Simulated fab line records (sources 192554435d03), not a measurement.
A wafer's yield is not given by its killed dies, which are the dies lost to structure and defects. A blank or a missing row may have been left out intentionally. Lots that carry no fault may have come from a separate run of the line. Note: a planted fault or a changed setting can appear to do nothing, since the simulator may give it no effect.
One fault through the eyes of 3 desks    flow n5 finfet    every desk sees just its own numbers, and what lay behind them comes last

TOOL OWNER'S DESK, pecvd-04
The tool's own readings at N5_SDB_HM_DEP_00 (deposits SiNx from SiH4/NH3/N2, target thk 40 nm, time 35.3 s): means of the sampled wafers that have a number, for each lot that ran on this tool. Marked OUT: a lot whose mean sits more than 4 standard deviations from the usual mean, which makes it out of limits; the brackets give that distance.
Columns: A = heater power outer w at N5_SDB_HM_DEP_00, usual 484 W; B = heater power w at N5_SDB_HM_DEP_00, usual 798 W; C = showerhead plenum p Torr at N5_SDB_HM_DEP_00, usual 5.13 Torr; D = throttle valve pct at N5_SDB_HM_DEP_00, usual 39.2 %
lot   first seen here  A    B    C     D
L626  day 4 21:59      376  636  5.12  37.6
L628  day 5 10:41      445  717  5.12  37.6
L641  day 8 19:48      462  773  5.11  39.3
L643  day 9 06:49      471  771  5.13  37.7
This desk found nothing out of limits on any of the 4 lots.

THE DEFECT DESK
Per lot, the means of the sampled wafers with a number show what the inspections along the route counted. Marked OUT: a lot whose mean sits more than 4 standard deviations from the usual mean, which makes it out of limits; the brackets give that distance.
Columns: A = raw defect count at N5_SDB_INSPECT_13, usual 83
lot   first seen here  A
L626  day 4 22:30      358 (+7.8) OUT
L628  day 5 11:11      206
L629  day 5 17:20      84
L634  day 7 02:59      66
L640  day 8 14:41      131
L641  day 8 20:20      99
L642  day 9 01:22      63
L643  day 9 07:14      70
This desk's verdict: out of limits on L626, starting with L626 at day 4 22:30 (raw defect count at N5_SDB_INSPECT_13). In limits: L628, L629, L634, L640, L641, L642, L643.

FROM THE METROLOGY DESK
Means of the sampled wafers that have a number, per lot and without regard to the tool the lot ran on: this is what the gauges read. Marked OUT: a lot whose mean sits more than 4 standard deviations from the usual mean, which makes it out of limits; the brackets give that distance. Of its 10 readings 7 are shown: those that lie furthest out on some lot.
Columns: A = DIBL_N at N5_BEOL_M4_RC_MEAS_101, usual 36.1 mV/V; B = IOFF_N at N5_BEOL_M4_RC_MEAS_101, usual 0.162 nA/um; C = IOFF_P at N5_BEOL_M4_RC_MEAS_101, usual 0.22 nA/um; D = ION_N at N5_BEOL_M4_RC_MEAS_101, usual 674 uA/um; E = ION_P at N5_BEOL_M4_RC_MEAS_101, usual 464 uA/um; F = VT_N at N5_BEOL_M4_RC_MEAS_101, usual 249.4 mV; G = VT_P at N5_BEOL_M4_RC_MEAS_101, usual -249 mV
lot   first seen here  A     B      C     D    E    F      G
L626  day 9 03:22      36.6  0.154  0.18  664  454  252.0  -254
L628  day 9 10:22      37.0  0.166  0.20  671  455  248.4  -252
L629  day 10 02:08     35.5  0.152  0.21  674  466  249.0  -249
L634  day 11 04:33     36.4  0.187  0.27  690  479  246.3  -244
L640  day 12 14:11     35.9  0.170  0.20  675  460  248.5  -251
L641  day 12 20:35     37.9  0.192  0.24  684  469  247.6  -249
L643  day 13 06:13     33.3  0.124  0.18  670  459  254.4  -251
L642  day 13 13:46     35.3  0.136  0.21  671  465  250.7  -247
This desk found nothing out of limits on any of the 8 lots.

BROUGHT TOGETHER
The defect desk could have raised an alarm at day 4 22:30, on L626.
Nothing out of limits was seen by the tool owner's desk.
From the metrology desk's view, nothing was out of limits.
The tool owner's desk has L626 on record, within its limits.
The metrology desk has L626 on record, within its limits.
All the named lots went through N5_SDB_HM_DEP_00 on pecvd-04.

WHAT THE SIMULATOR HAD PUT IN
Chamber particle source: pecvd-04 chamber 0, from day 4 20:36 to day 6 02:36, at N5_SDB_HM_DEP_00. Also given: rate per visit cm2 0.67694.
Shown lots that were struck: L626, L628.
Hours from the fault's start to each desk's first reading out of limits: the defect desk, 2.
